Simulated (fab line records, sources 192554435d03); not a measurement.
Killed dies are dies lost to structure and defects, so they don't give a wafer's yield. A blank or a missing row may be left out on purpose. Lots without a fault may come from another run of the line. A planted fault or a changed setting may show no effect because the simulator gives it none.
fab line records | flow n5_finfet
record lots=5 wafers=15 last_day=17
route steps=1938 shown BEOL_M3@1006 BEOL_M4@1021
lots that met no fault: from a run of the same line without faults
start_h: hours from the record's first day to the start of the lot's first wafer shown | wait_h: hours since the lot's step before | " the same as in the row above | L1.1+2: a row that stands for several wafers | - no value, or no start given | * or withheld: withheld | < > ~ a bound
route shown NAME@n: a module of which the file shows steps, and the number in the route of the first | usual: mean/standard deviation of fault-free wafers | same: alike in all rows | chamber/n: place in a boat | sites: the reading at each site | _std_site: their standard deviation | _edge_site: outer sites' mean less inner sites' | radius_mm: how far each site lies from the wafer's centre | mask NAME#n: copy n | behind: the tool/chamber that last shaped the wafer | hold: why the lot was held/for how many hours/how that ended | device: the transistor (n, p or np) that didn't switch | end of line: the same wafers' tests at the end of the route | a step without rows: its recipe alone | killed: dies lost to structure and defects at the first sort, not the wafer's yield | map: a wafer's dies, x killed, . not, _ none there
set.NAME: the setting as run; set.NAME@STEP: as run at that earlier step | model.NAME: the simulator's own value behind a step, which no gauge read
lots at some steps of the route; a table a step, a row a wafer
services: from which hour (start_h, from the record's first day; less than 0 if before it) a tool's chamber was out of use, for how many hours, and why
## steps
# step N5_BEOL_M3_SPUTTER_92
# recipe material=Cu target_thk_a=45 temp_c=-20 chamber_pressure_pa=0.07 power_w=withheld time_s=8.29
# usual throttle_valve_pct=30.2/0.61
# columns lot.wafer tool chamber start_h wait_h throttle_valve_pct
L083.1 pvd_sputter-01 - 205.69 0.1 29.6
L083.3 " - " " 30.0
L083.4 " - " " 29.8
L087.1 pvd_sputter-02 - 226.51 0.1 31.2
L087.5 " - " " 29.8
L087.6 " - " " 30.0
L090.4 pvd_sputter-01 - 254.01 0.1 30.2
L090.5 " - " " 29.6
L090.6 " - " " 30.4
L092.2 pvd_sputter-02 - 276.47 0.1 31.4
L092.3 " - " " 30.3
L092.5 " - " " 30.2
L093.2 pvd_sputter-01 - 286.65 0.1 30.3
L093.4 " - " " 30.1
L093.6 " - " " 29.9
# step N5_BEOL_M3_ANNEAL_93
# recipe temp_c=400 time_s=240 ambient=vacuum
# usual heater_power_w=833/100
# columns lot.wafer tool chamber start_h wait_h heater_power_w
L083.1 pvd_sputter-01 - 205.77 0.0 823
L083.3 " - " " 790
L083.4 " - " " 708
L087.1 pvd_sputter-02 - 226.59 0.0 796
L087.5 " - " " 803
L087.6 " - " " 711
L090.4 pvd_sputter-01 - 254.09 0.0 787
L090.5 " - " " 812
L090.6 " - " " 812
L092.2 pvd_sputter-02 - 276.55 0.0 802
L092.3 " - " " 699
L092.5 " - " " 713
L093.2 pvd_sputter-01 - 286.73 0.0 826
L093.4 " - " " 973
L093.6 " - " " 790
# step N5_BEOL_M3_SPUTTER_94
# recipe material=Cu target_thk_a=45 temp_c=-20 chamber_pressure_pa=0.07 power_w=withheld time_s=8.29
# usual throttle_valve_pct=30.2/0.62
# columns lot.wafer tool chamber start_h wait_h throttle_valve_pct
L083.1 pvd_sputter-01 - 205.91 0.1 29.5
L083.3 " - " " 30.3
L083.4 " - " " 29.7
L087.1 pvd_sputter-02 - 226.73 0.1 31.4
L087.5 " - " " 29.8
L087.6 " - " " 30.0
L090.4 pvd_sputter-01 - 254.23 0.1 30.2
L090.5 " - " " 29.6
L090.6 " - " " 30.3
L092.2 pvd_sputter-02 - 276.69 0.1 31.6
L092.3 " - " " 30.2
L092.5 " - " " 30.0
L093.2 pvd_sputter-01 - 286.87 0.1 30.3
L093.4 " - " " 30.3
L093.6 " - " " 30.4
# step N5_BEOL_M3_ANNEAL_95
# recipe temp_c=400 time_s=240 ambient=vacuum
# usual heater_power_w=833/100
# columns lot.wafer tool chamber start_h wait_h heater_power_w
L083.1 pvd_sputter-01 - 205.99 0.0 807
L083.3 " - " " 804
L083.4 " - " " 725
L087.1 pvd_sputter-02 - 226.81 0.0 760
L087.5 " - " " 797
L087.6 " - " " 696
L090.4 pvd_sputter-01 - 254.31 0.0 797
L090.5 " - " " 772
L090.6 " - " " 782
L092.2 pvd_sputter-02 - 276.77 0.0 801
L092.3 " - " " 723
L092.5 " - " " 702
L093.2 pvd_sputter-01 - 286.95 0.0 805
L093.4 " - " " 987
L093.6 " - " " 806
# step N5_BEOL_M3_SPUTTER_96
# recipe material=Cu target_thk_a=45 temp_c=-20 chamber_pressure_pa=0.07 power_w=withheld time_s=8.29
# usual throttle_valve_pct=30.2/0.62
# columns lot.wafer tool chamber start_h wait_h throttle_valve_pct
L083.1 pvd_sputter-01 - 206.13 0.1 29.6
L083.3 " - " " 30.5
L083.4 " - " " 29.9
L087.1 pvd_sputter-02 - 226.95 0.1 31.3
L087.5 " - " " 30.0
L087.6 " - " " 30.2
L090.4 pvd_sputter-01 - 254.45 0.1 30.1
L090.5 " - " " 29.6
L090.6 " - " " 30.4
L092.2 pvd_sputter-02 - 276.91 0.1 31.4
L092.3 " - " " 30.1
L092.5 " - " " 30.4
L093.2 pvd_sputter-01 - 287.09 0.1 30.4
L093.4 " - " " 30.2
L093.6 " - " " 30.3
# step N5_BEOL_M3_ECD_50
# recipe material=Cu target_thk_a=3000
# columns lot.wafer tool chamber start_h wait_h
L083.1+3+4 ecd_cu-02 1,1,0 206.25 0.1
L087.1+5+6 ecd_cu-02 0,0,1 227.07 0.1
L090.4+5+6 ecd_cu-01 0,1,0 254.59 0.1
L092.2+3+5 ecd_cu-01 1,0,1 277.02 0.1
L093.2+4+6 ecd_cu-01 0,1,1 287.21 0.1
# step N5_BEOL_M3_ANNEAL_51
# recipe temp_c=225 time_s=90 ambient=N2
# usual wafer_temp_C_max=225.75/0.21
# columns lot.wafer tool chamber start_h wait_h wafer_temp_C_max
L083.1 rtp_anneal-02 0 206.34 0.1 225.48
L083.3 " 0 " " 225.71
L083.4 " 0 " " 225.80
L087.1 rtp_anneal-01 0 227.15 0.1 225.58
L087.5 " 0 " " 225.58
L087.6 " 0 " " 225.19
L090.4 rtp_anneal-02 0 254.78 0.2 225.32
L090.5 " 0 " " 225.52
L090.6 " 0 " " 225.79
L092.2 rtp_anneal-02 0 277.15 0.1 225.89
L092.3 " 0 " " 225.81
L092.5 " 0 " " 225.77
L093.2 rtp_anneal-01 0 287.56 0.3 225.59
L093.4 " 0 " " 225.76
L093.6 " 0 " " 225.79
# step N5_BEOL_M3_CMP_52
# recipe stop_on=SiOC t_overpolish_s=6.8 down_force_psi=1 platen_rpm=50 clearing_platen_down_force_psi=1.5 clearing_platen_rpm=50 post_cmp_clean=cu_alkaline target_thk_nm=40 clearing_platen_pad_velocity_m_s=0.99484 pad_velocity_m_s=0.99484
# usual barrier_field_endpoint_s=24.2/0.69 clearing_platen_rpm=49.999/0.026 motor_current_A=6.0/0.6 overpolish_run_s=6.798/0.0092 time_to_endpoint_s=60/3.5
# columns lot.wafer tool chamber start_h wait_h barrier_field_endpoint_s clearing_platen_rpm motor_current_A overpolish_run_s time_to_endpoint_s
L083.4 cmp-01 0 206.64 0.1 24.1 49.997 5.1 6.797 58
L083.3 " 2 " " 23.2 50.016 5.2 6.816 57
L083.1 " 3 " " 24.3 49.991 6.4 6.814 64
L087.1 cmp-02 0 227.56 0.4 23.1 50.037 5.2 6.795 56
L087.6 " 3 " " 23.6 50.011 6.0 6.812 55
L087.5 " 0 " " 23.5 50.013 5.4 6.817 57
L090.4 cmp-03 2 255.06 0.2 24.9 50.000 6.7 6.789 63
L090.5 " 3 " " 24.9 49.941 6.5 6.787 54
L090.6 " 0 " " 24.5 49.996 6.6 6.810 59
L092.3 cmp-02 0 277.44 0.2 24.4 49.992 5.4 6.797 60
L092.2 " 2 " " 24.1 49.998 5.8 6.813 58
L092.5 " 0 " " 25.2 49.972 5.0 6.794 62
L093.2 cmp-02 0 287.81 0.2 23.4 50.012 5.1 6.796 59
L093.4 " 3 " " 24.5 50.009 6.1 6.802 57
L093.6 " 1 " " 23.6 49.950 6.6 6.780 59
# step N5_BEOL_M3_THK_MEAS_53
# recipe thk_meas_gauge=xrf reads=Cu_of_BEOL_M3_ECD_50
# usual M3_THK=38.8/1.6
# columns lot.wafer tool chamber start_h wait_h M3_THK[nm]
L083.1 film_metro-02 - 206.93 - 38.7
L083.3 " - " " 37.4
L083.4 " - " " 39.3
L087.1 film_metro-01 - 227.82 - 38.8
L087.5 " - " " 39.1
L087.6 " - " " 38.6
L090.4 film_metro-02 - 255.24 - 41.8
L090.5 " - " " 39.6
L090.6 " - " " 40.6
L092.2 film_metro-01 - 277.69 - 38.7
L092.3 " - " " 38.1
L092.5 " - " " 41.9
L093.2 film_metro-01 - 288.11 - 39.3
L093.4 " - " " 39.4
L093.6 " - " " 39.7
# step N5_BEOL_M3_PRE_CLEAN_60
# recipe gas=NH3/H2 time_s=15 temp_c=* rf_power_w=300
# usual heater_power_w=79/18
# columns lot.wafer tool chamber start_h wait_h heater_power_w since_wet_clean_h
L083.1 cvd_co-01 0 206.97 0.0 54 748
L083.3 " 1 " " 72 1186
L083.4 " 1 " " 72 -
L087.1 cvd_co-01 1 227.85 0.0 73 1207
L087.5 " 0 " " 53 -
L087.6 " 2 " " 85 -
L090.4 cvd_co-02 0 255.30 0.1 95 -
L090.5 " 1 " " 59 -
L090.6 " 2 " " 105 -
L092.2 cvd_co-02 2 277.73 0.0 108 578
L092.3 " 1 " " 60 141
L092.5 " 1 " " 60 -
L093.2 cvd_co-01 1 288.14 0.0 73 1267
L093.4 " 0 " " 55 -
L093.6 " 1 " " 72 -
# step N5_BEOL_M3_CO_CAP_55
# recipe material=Co target_thk_a=20 temp_c=200 precursor=CCTBA/H2 pressure_torr=30 time_s=102.1
# usual chamber_pressure_Torr=30.01/0.06 heater_power_w=228/23
# columns lot.wafer tool chamber start_h wait_h chamber_pressure_Torr heater_power_w since_wet_clean_h
L083.1 cvd_co-01 0 207.01 0.0 29.99 195 748
L083.3 " 1 " " 29.98 220 1186
L083.4 " 1 " " 30.00 227 -
L087.1 cvd_co-01 1 227.89 0.0 29.98 228 1207
L087.5 " 0 " " 29.95 199 -
L087.6 " 2 " " 30.10 234 -
L090.4 cvd_co-02 0 255.35 0.0 30.08 242 -
L090.5 " 1 " " 30.01 203 -
L090.6 " 2 " " 29.99 251 -
L092.2 cvd_co-02 2 277.77 0.0 29.97 262 578
L092.3 " 1 " " 30.01 203 141
L092.5 " 1 " " 29.99 200 -
L093.2 cvd_co-01 1 288.18 0.0 29.99 219 1267
L093.4 " 0 " " 29.96 200 -
L093.6 " 1 " " 30.05 222 -
# step N5_BEOL_M3_PRE_CLEAN_56
# recipe gas=NH3 time_s=15 temp_c=withheld rf_power_w=300
# columns lot.wafer tool chamber start_h wait_h since_wet_clean_h
L083.1 pecvd-03 2 207.10 0.1 157
L083.3 " 1 " " 1636
L083.4 " 1 " " -
L087.1 pecvd-01 2 227.99 0.1 524
L087.5 " 2 " " -
L087.6 " 0 " " -
L090.4 pecvd-04 1 255.42 0.0 -
L090.5 " 2 " " -
L090.6 " 0 " " -
L092.2 pecvd-03 0 277.86 0.1 982
L092.3 " 1 " " 1707
L092.5 " 1 " " -
L093.2 pecvd-01 1 288.28 0.1 2080
L093.4 " 1 " " -
L093.6 " 0 " " -
# step N5_BEOL_M3_DEP_57
# recipe material=SiCN target_thk_a=80 temp_c=withheld precursor=3MS/NH3 pressure_torr=3 rf_w=202 time_s=14
# usual chamber_pressure_Torr=2.999/0.0063 showerhead_plenum_p_Torr=3.662/0.012 throttle_valve_pct=9.0/0.45
# columns lot.wafer tool chamber start_h wait_h chamber_pressure_Torr showerhead_plenum_p_Torr since_wet_clean_h throttle_valve_pct
L083.1 pecvd-03 2 207.13 0.0 3.000 3.678 157 8.6
L083.3 " 1 " " 2.995 3.687 1636 9.3
L083.4 " 1 " " 2.999 3.675 - 9.5
L087.1 pecvd-01 2 228.01 0.0 2.995 3.641 524 9.1
L087.5 " 2 " " 3.006 3.655 - 9.3
L087.6 " 0 " " 2.986 3.674 - 9.7
L090.4 pecvd-04 1 255.45 0.0 3.002 3.671 - 9.2
L090.5 " 2 " " 2.994 3.662 - 8.4
L090.6 " 0 " " 3.003 3.659 - 8.9
L092.2 pecvd-03 0 277.89 0.0 3.000 3.657 982 9.6
L092.3 " 1 " " 3.000 3.688 1707 9.7
L092.5 " 1 " " 3.005 3.683 - 9.2
L093.2 pecvd-01 1 288.30 0.0 2.998 3.657 2080 8.9
L093.4 " 1 " " 3.006 3.650 - 8.8
L093.6 " 0 " " 2.998 3.658 - 10.0
# step N5_BEOL_M3_RS_MEAS_58
# recipe thk_meas_gauge=four-point-probe reads=Co_of_BEOL_M3_CO_CAP_55+Cu_of_BEOL_M3_ECD_50+Co_of_BEOL_M3_CVD_47+TaN_of_BEOL_M3_ALD_84
# usual M3_RS=0.70/0.037
# columns lot.wafer tool chamber start_h wait_h M3_RS[ohm/sq]
L083.1 film_metro-02 - 207.19 0.0 0.70
L083.3 " - " " 0.73
L083.4 " - " " 0.68
L087.1 film_metro-02 - 228.08 0.0 0.69
L087.5 " - " " 0.69
L087.6 " - " " 0.70
L090.4 film_metro-01 - 255.51 0.0 0.64
L090.5 " - " " 0.68
L090.6 " - " " 0.66
L092.2 film_metro-02 - 277.96 0.1 0.69
L092.3 " - " " 0.70
L092.5 " - " " 0.63
L093.2 film_metro-02 - 288.38 0.1 0.69
L093.4 " - " " 0.69
L093.6 " - " " 0.68
# step N5_BEOL_M3_INSPECT_59
# recipe inspect_instrument=darkfield mode=post_dep
# usual raw_defect_count=73/22
# columns lot.wafer tool chamber start_h wait_h raw_defect_count
L083.1 defect_inspect-01 - 207.22 0.0 66
L083.3 " - " " 57
L083.4 " - " " 85
L087.1 defect_inspect-01 - 228.10 0.0 50
L087.5 " - " " 44
L087.6 " - " " 52
L090.4 defect_inspect-01 - 255.54 0.0 78
L090.5 " - " " 86
L090.6 " - " " 59
L092.2 defect_inspect-02 - 277.98 0.0 36
L092.3 " - " " 44
L092.5 " - " " 38
L093.2 defect_inspect-01 - 288.41 0.0 56
L093.4 " - " " 52
L093.6 " - " " 81
# step N5_BEOL_M4_ILD_DEP_00
# recipe material=SiOC target_thk_a=790 temp_c=350 precursor=DEMS/O2 pressure_torr=5 rf_w=500 time_s=15.3
# usual chamber_pressure_Torr=4.999/0.011 heater_power_w=493/57 showerhead_plenum_p_Torr=5.689/0.017 throttle_valve_pct=12.0/0.6
# columns lot.wafer tool chamber start_h wait_h chamber_pressure_Torr heater_power_w showerhead_plenum_p_Torr since_wet_clean_h throttle_valve_pct
L083.1 pecvd-03 0 207.26 0.0 5.011 511 5.681 911 12.3
L083.3 " 1 " " 4.989 545 5.704 1636 12.5
L083.4 " 1 " " 5.005 542 5.707 - 12.5
L087.1 pecvd-04 1 228.14 0.0 5.000 468 5.710 1476 12.0
L087.5 " 1 " " 4.991 482 5.707 - 12.2
L087.6 " 0 " " 4.977 487 5.678 - 11.7
L090.4 pecvd-03 1 255.59 0.1 5.003 499 5.728 - 12.1
L090.5 " 2 " " 5.012 586 5.694 - 11.1
L090.6 " 0 " " 5.012 499 5.679 - 12.3
L092.2 pecvd-02 1 278.02 0.0 4.982 544 5.650 1888 12.9
L092.3 " 2 " " 5.010 420 5.685 409 11.7
L092.5 " 2 " " 5.003 418 5.675 - 11.8
L093.2 pecvd-03 2 288.44 0.0 4.987 567 5.703 238 11.7
L093.4 " 2 " " 4.989 576 5.698 - 11.1
L093.6 " 0 " " 5.013 501 5.688 - 12.7
# step N5_BEOL_M4_THK_MEAS_01
# recipe reads=SiOC_of_BEOL_M4_ILD_DEP_00
# usual M4_ILD_THK=79.0/1.2
# columns lot.wafer tool chamber start_h wait_h M4_ILD_THK[nm]
L083.1 film_metro-02 - 207.32 0.0 78.5
L083.3 " - " " 77.3
L083.4 " - " " 79.4
L087.1 film_metro-01 - 228.22 0.1 78.9
L087.5 " - " " 79.7
L087.6 " - " " 79.3
L090.4 film_metro-02 - 255.64 0.0 77.3
L090.5 " - " " 79.2
L090.6 " - " " 79.0
L092.2 film_metro-01 - 278.09 0.1 79.0
L092.3 " - " " 78.6
L092.5 " - " " 79.4
L093.2 film_metro-02 - 288.51 0.1 78.6
L093.4 " - " " 79.9
L093.6 " - " " 79.5
# step N5_BEOL_M4_PECVD_72
# recipe material=SiO2 target_thk_a=160 temp_c=400 precursor=TEOS/O2 pressure_torr=5.5 rf_w=450 teos_flow_sccm=53.8 gas=O2 flow_sccm=3000 time_s=18
# usual chamber_pressure_Torr=5.502/0.012 heater_power_w=743/75 showerhead_plenum_p_Torr=8.76/0.073 throttle_valve_pct=22.4/1.2
# columns lot.wafer tool chamber start_h wait_h chamber_pressure_Torr heater_power_w showerhead_plenum_p_Torr since_wet_clean_h throttle_valve_pct
L083.1 pecvd-03 2 207.36 0.0 5.494 820 8.79 157 21.1
L083.3 " 0 " " 5.506 786 8.75 911 23.3
L083.4 " 0 " " 5.486 791 8.71 - 23.4
L087.1 pecvd-03 0 228.26 0.0 5.514 748 8.73 932 23.4
L087.5 " 0 " " 5.483 757 8.72 - 23.4
L087.6 " 2 " " 5.502 852 8.79 - 21.2
L090.4 pecvd-04 0 255.70 0.1 5.494 703 8.71 - 22.6
L090.5 " 2 " " 5.478 809 8.76 - 19.8
L090.6 " 1 " " 5.514 794 8.83 - 22.3
L092.2 pecvd-04 1 278.12 0.0 5.502 726 8.82 1526 22.6
L092.3 " 2 " " 5.497 795 8.79 47 20.3
L092.5 " 2 " " 5.527 792 8.76 - 19.9
L093.2 pecvd-02 0 288.55 0.0 5.496 684 8.82 1174 21.6
L093.4 " 0 " " 5.503 700 8.82 - 21.6
L093.6 " 2 " " 5.490 557 8.71 - 21.9
# step N5_BEOL_M4_HM_DEP_02
# recipe material=TiN target_thk_a=200 temp_c=25 chamber_pressure_pa=0.49996
# usual throttle_valve_pct=30.1/0.57
# columns lot.wafer tool chamber start_h wait_h throttle_valve_pct
L083.1 pvd_sputter-03 - 207.79 0.4 31.3
L083.3 " - " " 30.0
L083.4 " - " " 29.3
L087.1 pvd_sputter-01 - 229.36 1.1 29.5
L087.5 " - " " 30.2
L087.6 " - " " 29.6
L090.4 pvd_sputter-01 - 256.25 0.5 29.6
L090.5 " - " " 29.5
L090.6 " - " " 30.1
L092.2 pvd_sputter-02 - 278.45 0.3 30.0
L092.3 " - " " 31.4
L092.5 " - " " 30.1
L093.2 pvd_sputter-01 - 290.31 1.7 30.3
L093.4 " - " " 30.2
L093.6 " - " " 30.1
# step N5_BEOL_M4_COAT_61
# recipe resist=SOC temp_c=250 time_s=60 spin_rpm=1500 resist_thk_nm=60
# columns lot.wafer tool chamber start_h wait_h
L083.1+3+4 litho_track-02 0 207.93 0.1
L087.1+5+6 litho_track-02 0 229.48 0.1
L090.4+5+6 litho_track-02 0 256.38 0.1
L092.2+3+5 litho_track-02 0 278.57 0.1
L093.2+4+6 litho_track-05 0 290.44 0.1
# step N5_BEOL_M4_COAT_62
# recipe resist=SiARC temp_c=220 time_s=60 spin_rpm=1500 resist_thk_nm=12
# columns lot.wafer tool chamber start_h wait_h
L083.1+3+4 litho_track-02 0 - -
L087.1+5+6 litho_track-02 0 - -
L090.4+5+6 litho_track-02 0 - -
L092.2+3+5 litho_track-02 0 - -
L093.2+4+6 litho_track-05 0 - -
# step N5_BEOL_M4_COAT_73
# recipe resist=underlayer temp_c=205 time_s=60 spin_rpm=1500 resist_thk_nm=5
# columns lot.wafer tool chamber start_h wait_h
L083.1+3+4 litho_track-02 0 - -
L087.1+5+6 litho_track-02 0 - -
L090.4+5+6 litho_track-02 0 - -
L092.2+3+5 litho_track-02 0 - -
L093.2+4+6 litho_track-05 0 - -
# step N5_BEOL_M4_COAT_05
# recipe resist=CAR-EUV spin_rpm=1500 resist_thk_nm=30
# columns lot.wafer tool chamber start_h wait_h
L083.1+3+4 litho_track-02 0 - -
L087.1+5+6 litho_track-02 0 - -
L090.4+5+6 litho_track-02 0 - -
L092.2+3+5 litho_track-02 0 - -
L093.2+4+6 litho_track-05 0 - -
# step N5_BEOL_M4_EBR_07
# recipe solvent=PGMEA ebr_width_mm=1.5
# columns lot.wafer tool chamber start_h wait_h
L083.1+3+4 litho_track-02 0 - -
L087.1+5+6 litho_track-02 0 - -
L090.4+5+6 litho_track-02 0 - -
L092.2+3+5 litho_track-02 0 - -
L093.2+4+6 litho_track-05 0 - -
# step N5_BEOL_M4_SOFTBAKE_06
# recipe temp_c=110 time_s=60 resist=CAR-EUV
# columns lot.wafer tool chamber start_h wait_h
L083.1+3+4 litho_track-02 0 - -
L087.1+5+6 litho_track-02 0 - -
L090.4+5+6 litho_track-02 0 - -
L092.2+3+5 litho_track-02 0 - -
L093.2+4+6 litho_track-05 0 - -
# step N5_BEOL_M4_EXPOSE_08
# recipe mask_id=M4 na=0.33 source_shape=dipole sigma_inner=0.369 sigma_outer=0.767 polarization=unpolarized dose_mj=41.25
# columns lot.wafer tool chamber start_h wait_h mask
L083.1+3+4 euv_scanner-01 0 208.19 - M4#0
L087.1+5+6 euv_scanner-02 0 229.62 - M4#0
L090.4+5+6 euv_scanner-01 0 256.54 - M4#0
L092.2+3+5 euv_scanner-02 0 278.72 - M4#0
L093.2+4+6 euv_scanner-01 0 290.70 - M4#0
# step N5_BEOL_M4_PEB_09
# recipe peb_temp_c=100 peb_time_s=60 resist=CAR-EUV
# same peb_time_s=60
# columns lot.wafer tool chamber start_h wait_h
L083.1+3+4 litho_track-05 0 208.25 0.1
L087.1+5+6 litho_track-05 0 229.68 0.1
L090.4+5+6 litho_track-05 0 256.58 0.0
L092.2+3+5 litho_track-05 0 278.78 0.1
L093.2+4+6 litho_track-03 0 290.76 0.1
# step N5_BEOL_M4_DEVELOP_10
# recipe develop_time_s=30 developer=TMAH resist=CAR-EUV rinse_liquid=surfactant_rinse dry=air_spin dev_temp_c=23
# columns lot.wafer tool chamber start_h wait_h
L083.1+3+4 litho_track-05 0 - -
L087.1+5+6 litho_track-05 0 - -
L090.4+5+6 litho_track-05 0 - -
L092.2+3+5 litho_track-05 0 - -
L093.2+4+6 litho_track-03 0 - -
# step N5_BEOL_M4_CD_MEAS_11
# recipe target_cd_nm=16.79 landing_energy_ev=500 detector=se_inlens polarity=opening
# usual cd_nm=16.80/0.25
# columns lot.wafer tool chamber start_h wait_h cd_nm
L083.1 cd_sem-01 0 208.32 - 16.78
L083.3 " 0 " " 17.31
L083.4 " 0 " " 16.90
L087.1 cd_sem-03 0 229.75 - 16.70
L087.5 " 0 " " 16.93
L087.6 " 0 " " 17.02
L090.4 cd_sem-03 0 256.65 - 16.61
L090.5 " 0 " " 17.07
L090.6 " 0 " " 16.89
L092.2 cd_sem-03 0 278.84 - 17.37
L092.3 " 0 " " 16.83
L092.5 " 0 " " 17.28
L093.2 cd_sem-03 0 290.83 - 16.88
L093.4 " 0 " " 17.14
L093.6 " 0 " " 16.80
# step N5_BEOL_M4_OVL_MEAS_12
# recipe points_per_wafer=522
# usual M4_OVL=-0.4/0.71
# same points_per_wafer=522
# columns lot.wafer tool chamber start_h wait_h M4_OVL[nm]
L083.1 overlay-01 0 208.35 0.0 -1.8
L083.3 " 0 " " -1.8
L083.4 " 0 " " -0.9
L087.1 overlay-02 0 229.78 0.0 -1.4
L087.5 " 0 " " -0.3
L087.6 " 0 " " 0.5
L090.4 overlay-02 0 256.70 0.0 -0.4
L090.5 " 0 " " -0.6
L090.6 " 0 " " -1.0
L092.2 overlay-01 0 278.88 0.0 -0.4
L092.3 " 0 " " -0.7
L092.5 " 0 " " -0.2
L093.2 overlay-02 0 290.87 0.0 -1.1
L093.4 " 0 " " -0.9
L093.6 " 0 " " -1.5
# step N5_BEOL_M4_INSPECT_13
# recipe mode=adi inspect_instrument=brightfield
# usual raw_defect_count=422/81
# columns lot.wafer tool chamber start_h wait_h raw_defect_count
L083.1 defect_inspect-02 - 208.42 0.1 317
L083.3 " - " " 432
L083.4 " - " " 492
L087.1 defect_inspect-02 - 229.84 0.1 421
L087.5 " - " " 395
L087.6 " - " " 434
L090.4 defect_inspect-02 - 256.74 0.0 502
L090.5 " - " " 518
L090.6 " - " " 417
L092.2 defect_inspect-01 - 278.93 0.0 304
L092.3 " - " " 263
L092.5 " - " " 300
L093.2 defect_inspect-01 - 290.92 0.0 413
L093.4 " - " " 374
L093.6 " - " " 364
# step N5_BEOL_M4_DESCUM_16
# recipe chemistry=O2 time_s=7 source_power_w=50 bias_power_w=20 pressure_mtorr=20 rf_frequency_hz=2.712e+07 temp_c=40 resist=CAR-EUV o2_flow_sccm=225
# usual drypump_motor_current_A=5.6/0.68 oes_product_au=0.82/0.079 rf_vpp_V=242.5/1.3 showerhead_plenum_p_Torr=2.05/0.07 throttle_valve_pct=20.46/0.19
# columns lot.wafer tool chamber start_h wait_h drypump_motor_current_A oes_product_au rf_hours_counter_h rf_vpp_V showerhead_plenum_p_Torr throttle_valve_pct
L083.1 rie_diel-06 0 208.45 0.0 5.2 0.83 72 240.5 2.02 20.35
L083.3 " 3 " " 6.7 0.93 22 243.4 2.07 20.53
L083.4 " 2 " " 5.4 0.71 234 241.2 1.97 20.61
L087.1 rie_diel-03 2 229.91 0.1 4.8 0.88 50 243.2 2.06 20.13
L087.5 " 3 " " 6.5 0.90 - 243.8 2.21 20.11
L087.6 " 0 " " 5.0 0.87 - 244.2 2.14 20.70
L090.4 rie_diel-06 1 257.21 0.5 4.8 0.80 119 242.0 2.00 20.38
L090.5 " 2 " " 5.4 0.69 - 242.2 1.96 20.62
L090.6 " 3 " " 6.7 0.90 - 243.5 2.06 20.57
L092.2 rie_diel-03 0 279.29 0.4 5.0 0.84 76 243.6 2.14 20.71
L092.3 " 1 " " 6.6 0.98 3 245.2 2.22 20.29
L092.5 " 3 " " 6.5 0.86 - 243.7 2.21 20.13
L093.2 rie_diel-06 0 291.16 0.2 5.2 0.80 102 240.4 2.01 20.44
L093.4 " 1 " " 4.9 0.78 - 242.3 1.99 20.41
L093.6 " 0 " " 5.2 0.80 - 241.5 2.01 20.43
# step N5_BEOL_M4_ETCH_74
# recipe chemistry=N2/H2 target=underlayer target_depth_a=65 mask_material=CAR-EUV time_s=5.2 ion_energy_ev=200 pressure_mtorr=30 source_w=840 bias_w=150 n2_flow_sccm=200 h2_flow_sccm=200 ends=cleared
# usual bias_w=150.0/0.54 drypump_motor_current_A=5.6/0.68 etch_rf_on_time_s=5.21/0.12 oes_product_au=0.70/0.065 rf_vpp_V=522.4/2.7 showerhead_plenum_p_Torr=2.50/0.076 throttle_valve_pct=17.90/0.21
# columns lot.wafer tool chamber start_h wait_h bias_w drypump_motor_current_A etch_rf_on_time_s oes_product_au rf_hours_counter_h rf_vpp_V showerhead_plenum_p_Torr throttle_valve_pct
L083.1 rie_diel-06 0 208.49 0.0 150.6 5.2 5.24 0.71 72 520.6 2.47 17.93
L083.3 " 3 " " 149.8 6.7 5.33 0.79 22 519.6 2.48 17.77
L083.4 " 2 " " 150.2 5.4 5.37 0.59 234 521.6 2.42 18.22
L087.1 rie_diel-03 2 229.94 0.0 150.1 4.8 5.08 0.75 50 520.4 2.50 17.63
L087.5 " 3 " " 149.6 6.5 5.04 0.73 - 527.8 2.68 17.52
L087.6 " 0 " " 149.3 5.0 5.22 0.73 - 525.1 2.58 17.93
L090.4 rie_diel-06 1 257.24 0.0 149.5 4.9 5.16 0.67 119 521.2 2.46 17.94
L090.5 " 2 " " 150.6 5.3 5.29 0.59 - 519.3 2.41 18.25
L090.6 " 3 " " 150.0 6.7 5.38 0.75 - 520.1 2.48 17.79
L092.2 rie_diel-03 0 279.32 0.0 149.9 5.0 5.29 0.71 76 523.7 2.57 17.99
L092.3 " 1 " " 150.9 6.6 5.27 0.83 3 526.2 2.73 17.94
L092.5 " 3 " " 150.2 6.5 5.10 0.73 - 526.8 2.67 17.54
L093.2 rie_diel-06 0 291.19 0.0 150.5 5.2 5.17 0.69 102 520.6 2.46 17.97
L093.4 " 1 " " 150.2 4.9 5.16 0.66 - 522.4 2.45 17.96
L093.6 " 0 " " 150.0 5.2 5.26 0.68 - 521.3 2.46 17.99
## services
# columns tool chamber start_h hours kind
pecvd-03 1 181.93 7.5 repair
cvd_co-02 - 186.63 0.6 repair
euv_scanner-02 - 193.31 1.0 pm
euv_scanner-01 - 194.71 5.8 pm
cmp-02 - 199.17 2.7 repair
euv_scanner-02 - 205.09 4.6 pm
cvd_co-01 1 207.09 17.2 repair
ecd_cu-01 - 219.68 0.6 repair
cmp-03 - 222.36 9.7 pm
euv_scanner-01 - 223.95 1.0 pm
cmp-01 - 224.07 4.0 pm
pecvd-02 - 226.68 1.2 repair
rtp_anneal-02 - 226.70 4.6 pm
pecvd-04 - 229.27 2.6 repair
ecd_cu-01 - 231.28 7.0 pm
cmp-03 - 234.65 6.3 repair
cmp-03 - 242.27 2.7 repair
rie_diel-06 2 243.08 8.3 repair
cmp-02 - 243.57 6.4 pm
euv_scanner-02 - 249.46 1.0 pm
pecvd-04 1 255.80 14.1 repair
pvd_sputter-01 - 265.37 5.6 repair
cmp-02 - 280.02 0.6 repair
euv_scanner-01 - 280.10 1.0 pm
## key
fault none
